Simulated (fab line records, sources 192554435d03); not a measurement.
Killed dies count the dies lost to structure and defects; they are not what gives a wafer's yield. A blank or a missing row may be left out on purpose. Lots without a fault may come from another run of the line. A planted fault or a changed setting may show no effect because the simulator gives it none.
Split-lot study || flow n5Finfet || 39 wafers read from 7 lots, route of 1938 steps

THE SPLIT
At N5_PASSIVATION_ETCH_15 (etches SiCN in CF4/N2, target depth 75 nm, time 81.2 s), the setting targetDepthA was moved away from the recipe's 750 angstrom on 9 of the 39 wafers read, by -41.8% to +15.3%. All remaining wafers had this setting at the recipe value.

Reading taken at the split's own step.

THE READING
etch.depthNm (the simulator's own value, which no gauge read), in nm, at N5_PASSIVATION_ETCH_15 (etches SiCN in CF4/N2, target depth 75 nm, time 81.2 s). There is no usual value for it anywhere in the file. The 30 wafers here that ran the recipe average 65.98 nm, standard deviation 1.4 nm.

{"wafer": "L084.1", "tool, chamber at the split": "rieDiel-02, 1", "targetDepthA as run, angstrom": 750, "against the recipe": "recipe", "etch.depthNm, nm": 63.92, "against lot-mates on the recipe": "-"}
{"wafer": "L084.2", "tool, chamber at the split": "rieDiel-02, 2", "targetDepthA as run, angstrom": 750, "against the recipe": "recipe", "etch.depthNm, nm": 67.95, "against lot-mates on the recipe": "-"}
{"wafer": "L084.3", "tool, chamber at the split": "rieDiel-02, 0", "targetDepthA as run, angstrom": 750, "against the recipe": "recipe", "etch.depthNm, nm": 67.5, "against lot-mates on the recipe": "-"}
{"wafer": "L084.4", "tool, chamber at the split": "rieDiel-02, 3", "targetDepthA as run, angstrom": 750, "against the recipe": "recipe", "etch.depthNm, nm": 65.24, "against lot-mates on the recipe": "-"}
{"wafer": "L084.5", "tool, chamber at the split": "rieDiel-02, 3", "targetDepthA as run, angstrom": 750, "against the recipe": "recipe", "etch.depthNm, nm": 65.16, "against lot-mates on the recipe": "-"}
{"wafer": "L084.6", "tool, chamber at the split": "rieDiel-02, 2", "targetDepthA as run, angstrom": 750, "against the recipe": "recipe", "etch.depthNm, nm": 67.74, "against lot-mates on the recipe": "-"}
{"wafer": "L082.1", "tool, chamber at the split": "rieDiel-04, 0", "targetDepthA as run, angstrom": 750, "against the recipe": "recipe", "etch.depthNm, nm": 67.69, "against lot-mates on the recipe": "-"}
{"wafer": "L082.2", "tool, chamber at the split": "rieDiel-04, 1", "targetDepthA as run, angstrom": 453.5, "against the recipe": "-39.5%", "etch.depthNm, nm": 38.75, "against lot-mates on the recipe": -26.66}
{"wafer": "L082.3", "tool, chamber at the split": "rieDiel-04, 3", "targetDepthA as run, angstrom": 750, "against the recipe": "recipe", "etch.depthNm, nm": 64.06, "against lot-mates on the recipe": "-"}
{"wafer": "L082.4", "tool, chamber at the split": "rieDiel-04, 2", "targetDepthA as run, angstrom": 453.5, "against the recipe": "-39.5%", "etch.depthNm, nm": 40.29, "against lot-mates on the recipe": -25.12}
{"wafer": "L082.5", "tool, chamber at the split": "rieDiel-04, 1", "targetDepthA as run, angstrom": 750, "against the recipe": "recipe", "etch.depthNm, nm": 64.47, "against lot-mates on the recipe": "-"}
{"wafer": "L082.6", "tool, chamber at the split": "rieDiel-04, 0", "targetDepthA as run, angstrom": 453.5, "against the recipe": "-39.5%", "etch.depthNm, nm": 40.76, "against lot-mates on the recipe": -24.65}
{"wafer": "L085.1", "tool, chamber at the split": "rieDiel-06, 0", "targetDepthA as run, angstrom": 750, "against the recipe": "recipe", "etch.depthNm, nm": 65, "against lot-mates on the recipe": "-"}
{"wafer": "L085.2", "tool, chamber at the split": "rieDiel-06, 1", "targetDepthA as run, angstrom": 436.3, "against the recipe": "-41.8%", "etch.depthNm, nm": 38.81, "against lot-mates on the recipe": -26.45}
{"wafer": "L085.3", "tool, chamber at the split": "rieDiel-06, 2", "targetDepthA as run, angstrom": 750, "against the recipe": "recipe", "etch.depthNm, nm": 65.93, "against lot-mates on the recipe": "-"}
{"wafer": "L085.4", "tool, chamber at the split": "rieDiel-06, 0", "targetDepthA as run, angstrom": 750, "against the recipe": "recipe", "etch.depthNm, nm": 64.86, "against lot-mates on the recipe": "-"}
{"wafer": "L085.5", "tool, chamber at the split": "rieDiel-06, 1", "targetDepthA as run, angstrom": 436.3, "against the recipe": "-41.8%", "etch.depthNm, nm": 38.94, "against lot-mates on the recipe": -26.32}
{"wafer": "L085.6", "tool, chamber at the split": "rieDiel-06, 2", "targetDepthA as run, angstrom": 436.3, "against the recipe": "-41.8%", "etch.depthNm, nm": 38.51, "against lot-mates on the recipe": -26.75}
{"wafer": "L089.2", "tool, chamber at the split": "rieDiel-04, 2", "targetDepthA as run, angstrom": 750, "against the recipe": "recipe", "etch.depthNm, nm": 67.38, "against lot-mates on the recipe": "-"}
{"wafer": "L089.3", "tool, chamber at the split": "rieDiel-04, 1", "targetDepthA as run, angstrom": 750, "against the recipe": "recipe", "etch.depthNm, nm": 64.72, "against lot-mates on the recipe": "-"}
{"wafer": "L089.6", "tool, chamber at the split": "rieDiel-04, 2", "targetDepthA as run, angstrom": 750, "against the recipe": "recipe", "etch.depthNm, nm": 66.94, "against lot-mates on the recipe": "-"}
{"wafer": "L092.1", "tool, chamber at the split": "rieDiel-06, 2", "targetDepthA as run, angstrom": 750, "against the recipe": "recipe", "etch.depthNm, nm": 66.4, "against lot-mates on the recipe": "-"}
{"wafer": "L092.2", "tool, chamber at the split": "rieDiel-06, 1", "targetDepthA as run, angstrom": 750, "against the recipe": "recipe", "etch.depthNm, nm": 67.3, "against lot-mates on the recipe": "-"}
{"wafer": "L092.3", "tool, chamber at the split": "rieDiel-06, 1", "targetDepthA as run, angstrom": 750, "against the recipe": "recipe", "etch.depthNm, nm": 67.04, "against lot-mates on the recipe": "-"}
{"wafer": "L092.4", "tool, chamber at the split": "rieDiel-06, 2", "targetDepthA as run, angstrom": 750, "against the recipe": "recipe", "etch.depthNm, nm": 65.96, "against lot-mates on the recipe": "-"}
{"wafer": "L092.5", "tool, chamber at the split": "rieDiel-06, 1", "targetDepthA as run, angstrom": 750, "against the recipe": "recipe", "etch.depthNm, nm": 67.23, "against lot-mates on the recipe": "-"}
{"wafer": "L092.6", "tool, chamber at the split": "rieDiel-06, 2", "targetDepthA as run, angstrom": 750, "against the recipe": "recipe", "etch.depthNm, nm": 66.25, "against lot-mates on the recipe": "-"}
{"wafer": "L094.1", "tool, chamber at the split": "rieDiel-04, 2", "targetDepthA as run, angstrom": 864.9, "against the recipe": "+15.3%", "etch.depthNm, nm": 76.81, "against lot-mates on the recipe": "+11.18"}
{"wafer": "L094.2", "tool, chamber at the split": "rieDiel-04, 3", "targetDepthA as run, angstrom": 864.9, "against the recipe": "+15.3%", "etch.depthNm, nm": 72.88, "against lot-mates on the recipe": "+7.25"}
{"wafer": "L094.3", "tool, chamber at the split": "rieDiel-04, 0", "targetDepthA as run, angstrom": 750, "against the recipe": "recipe", "etch.depthNm, nm": 66.98, "against lot-mates on the recipe": "-"}
{"wafer": "L094.4", "tool, chamber at the split": "rieDiel-04, 1", "targetDepthA as run, angstrom": 750, "against the recipe": "recipe", "etch.depthNm, nm": 63.26, "against lot-mates on the recipe": "-"}
{"wafer": "L094.5", "tool, chamber at the split": "rieDiel-04, 3", "targetDepthA as run, angstrom": 864.9, "against the recipe": "+15.3%", "etch.depthNm, nm": 72.53, "against lot-mates on the recipe": "+6.90"}
{"wafer": "L094.6", "tool, chamber at the split": "rieDiel-04, 0", "targetDepthA as run, angstrom": 750, "against the recipe": "recipe", "etch.depthNm, nm": 66.66, "against lot-mates on the recipe": "-"}
{"wafer": "L096.1", "tool, chamber at the split": "rieDiel-02, 2", "targetDepthA as run, angstrom": 750, "against the recipe": "recipe", "etch.depthNm, nm": 67.37, "against lot-mates on the recipe": "-"}
{"wafer": "L096.2", "tool, chamber at the split": "rieDiel-02, 1", "targetDepthA as run, angstrom": 750, "against the recipe": "recipe", "etch.depthNm, nm": 63.65, "against lot-mates on the recipe": "-"}
{"wafer": "L096.3", "tool, chamber at the split": "rieDiel-02, 3", "targetDepthA as run, angstrom": 750, "against the recipe": "recipe", "etch.depthNm, nm": 64.99, "against lot-mates on the recipe": "-"}
{"wafer": "L096.4", "tool, chamber at the split": "rieDiel-02, 0", "targetDepthA as run, angstrom": 750, "against the recipe": "recipe", "etch.depthNm, nm": 67.06, "against lot-mates on the recipe": "-"}
{"wafer": "L096.5", "tool, chamber at the split": "rieDiel-02, 3", "targetDepthA as run, angstrom": 750, "against the recipe": "recipe", "etch.depthNm, nm": 64.2, "against lot-mates on the recipe": "-"}
{"wafer": "L096.6", "tool, chamber at the split": "rieDiel-02, 0", "targetDepthA as run, angstrom": 750, "against the recipe": "recipe", "etch.depthNm, nm": 66.42, "against lot-mates on the recipe": "-"}

THE FIT
A straight line over all 39 wafers: etch.depthNm changes by +0.642 nm for each +1% of targetDepthA; r = +0.99; the points scatter about the line by 1.5 nm.
The same after taking each lot's own level away (the mean of its wafers on the recipe; 39 wafers): +0.63 nm for each +1%; r = +0.99; scatter 1.3 nm.
On that fit, the largest move of targetDepthA shifts the reading by 26 nm.
The span of the lots' own levels, 65.263 to 66.697 nm, comes to 1.0 times the standard deviation stated above.
The two slopes agree, so the slope changes little with the lot-to-lot level.
Check: for one of the wafers moved furthest among these (-41.8%), held out of the fit, the line's prediction against its lot-mates is -26.5 nm. It came out at -26.5 nm against them.

OTHER SPLITS APPLIED TO THESE WAFERS
Other splits were also applied to these wafers ahead of the reading. Each is held against what the fit with the lots' levels taken away leaves over:
{"other split on the same wafers": "N5_ZERO_LAYER_ETCH_18 targetDepthA", "wafers away from the commonest value": 12, "r with etch.depthNm (lot level and that fit taken away)": -0.11}
{"other split on the same wafers": "N5_FIN_CUT_CUT_ETCH_15 targetDepthA", "wafers away from the commonest value": 15, "r with etch.depthNm (lot level and that fit taken away)": "+0.15"}
{"other split on the same wafers": "N5_ILD0_PRECLEAN_10 timeS", "wafers away from the commonest value": 12, "r with etch.depthNm (lot level and that fit taken away)": "+0.12"}
{"other split on the same wafers": "N5_MOL_CONTACT_COAG_CVD_140 targetThkA", "wafers away from the commonest value": 15, "r with etch.depthNm (lot level and that fit taken away)": "+0.27"}
{"other split on the same wafers": "N5_BEOL_M7_PECVD_70 timeS", "wafers away from the commonest value": 15, "r with etch.depthNm (lot level and that fit taken away)": -0.20}
{"other split on the same wafers": "N5_BEOL_M10_VIA_ETCH_34 timeS", "wafers away from the commonest value": 15, "r with etch.depthNm (lot level and that fit taken away)": "+0.17"}
{"other split on the same wafers": "N5_BEOL_M12_DEP_53 targetThkA", "wafers away from the commonest value": 18, "r with etch.depthNm (lot level and that fit taken away)": "+0.00"}

THE FILE'S OWN FIT
etch.depthNm changes by +0.633 nm for each +1% of targetDepthA, r = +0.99.
